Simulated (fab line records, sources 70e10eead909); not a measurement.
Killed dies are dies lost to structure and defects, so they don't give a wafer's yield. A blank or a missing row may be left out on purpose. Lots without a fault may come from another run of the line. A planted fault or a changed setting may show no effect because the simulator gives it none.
A struck lot beside a sound one | flow nand_harc | 14 steps out of a route of 1159
Sound: wafers L181.2, L181.3, L181.5. Struck: wafer L202.2. (L202.1 of the same lot was not struck and is left out.) The cause comes at the end.
At each step with rows: each side's tool, then ch and its chambers, then its first start. Under that, the readings that differ: sound wafers | struck wafers | difference of the means | sigmas: that difference in standard deviations of wafers without a fault.
alike: readings whose means differ by less than 2 such deviations, and words and numbers that are the same on both sides. not compared: withheld readings, readings that some wafer has no value for, bounds like >300 that may hide the same value, and numbers for which the record gives no deviation and whose values overlap.
The two part at a step that has a row with sigmas, a row that says differs or no value, or rows on one side only. Numbers that don't overlap but have no deviation are shown without sigmas and don't part them. A reading that every wafer of one side lacks parts them only if that side has two wafers or more.

first, 7 steps without rows for these wafers: NHARC_P_CONTACT_COAT_34 (time 65 s); NHARC_P_CONTACT_COAT_06 (resist thk 90 nm); NHARC_P_CONTACT_SOFTBAKE_07 (time 55 s); NHARC_P_CONTACT_EBR_08; NHARC_P_CONTACT_EXPOSE_09 (exposes mask P CA, target cd 90 nm); NHARC_P_CONTACT_PEB_10 (peb time 65 s); NHARC_P_CONTACT_DEVELOP_11 (develop time 35 s).
NHARC_P_CONTACT_CD_MEAS_12: target cd 90 nm.
  sound on cd_sem-01 ch 0, day 5 13:44; struck on cd_sem-02 ch 0, day 10 23:32
  alike: cd_nm
NHARC_P_CONTACT_OVL_MEAS_13:
  sound on overlay-01, day 5 13:50; struck on overlay-01, day 10 23:37
  alike: overlay_x_nm, overlay_y_nm
NHARC_P_CONTACT_INSPECT_14:
  sound on defect_inspect-01, day 5 13:53; struck on defect_inspect-01, day 10 23:39
  alike: raw_defect_count
NHARC_P_CONTACT_DESCUM_17: chemistry O2, time 3 s.
  sound on rie_diel-12 ch 1,2,3, day 5 13:57; struck on rie_diel-12 ch 1, day 10 23:43
  alike: drypump_motor_current_A, mfc_ar_sccm, oes_product_au, rf_vpp_V, showerhead_plenum_p_Torr, throttle_valve_pct
  not compared: rf_hours_counter_h
NHARC_P_CONTACT_ETCH_35: etches the open film in CF4, target depth 39 nm, time 65 s.
  sound on rie_diel-12 ch 0,1,2, day 5 14:01; struck on rie_diel-12 ch 1, day 10 23:48
  reading                | sound                | struck | difference | sigmas
  throttle_valve_pct (%) | 13.295 13.293 13.293 | 13.276 | -0.018     | -2
  alike: cf4_flow_sccm, drypump_motor_current_A, mfc_ar_sccm, oes_product_au, rf_vpp_V, showerhead_plenum_p_Torr
  not compared: rf_hours_counter_h
NHARC_P_CONTACT_ETCH_36: etches the open film in N2/H2, target depth 260 nm, time 406.25 s.
  sound on rie_diel-12 ch 0,1,3, day 5 14:10; struck on rie_diel-12 ch 2, day 10 23:53
  reading                         | sound             | struck | difference | sigmas
  drypump_motor_current_A (A)     | 6.7 5.4 6.4       | 4.8    | -1.4       | -2
  oes_product_au (a.u.)           | 1.010 1.014 1.010 | 0.887  | -0.124     | -11
  showerhead_plenum_p_Torr (Torr) | 1.93 1.91 1.99    | 2.14   | +0.20      | +2
  alike: mfc_ar_sccm, rf_vpp_V, throttle_valve_pct
  not compared: rf_hours_counter_h
NHARC_P_CONTACT_ETCH_18: etches the open film in C4F8/O2/Ar, target depth 481 nm, time 240.5 s.
  sound on rie_diel-12 ch 0,1,2; struck on rie_diel-12 ch 1
  reading               | sound             | struck | difference | sigmas
  oes_product_au (a.u.) | 0.938 0.941 0.931 | 0.975  | +0.038     | +2
  alike: rf_vpp_V
  not compared: rf_hours_counter_h

WHERE THEY PART
First at NHARC_P_CONTACT_ETCH_35; last, within this record, at NHARC_P_CONTACT_ETCH_18.

WHY: what the simulator had put in
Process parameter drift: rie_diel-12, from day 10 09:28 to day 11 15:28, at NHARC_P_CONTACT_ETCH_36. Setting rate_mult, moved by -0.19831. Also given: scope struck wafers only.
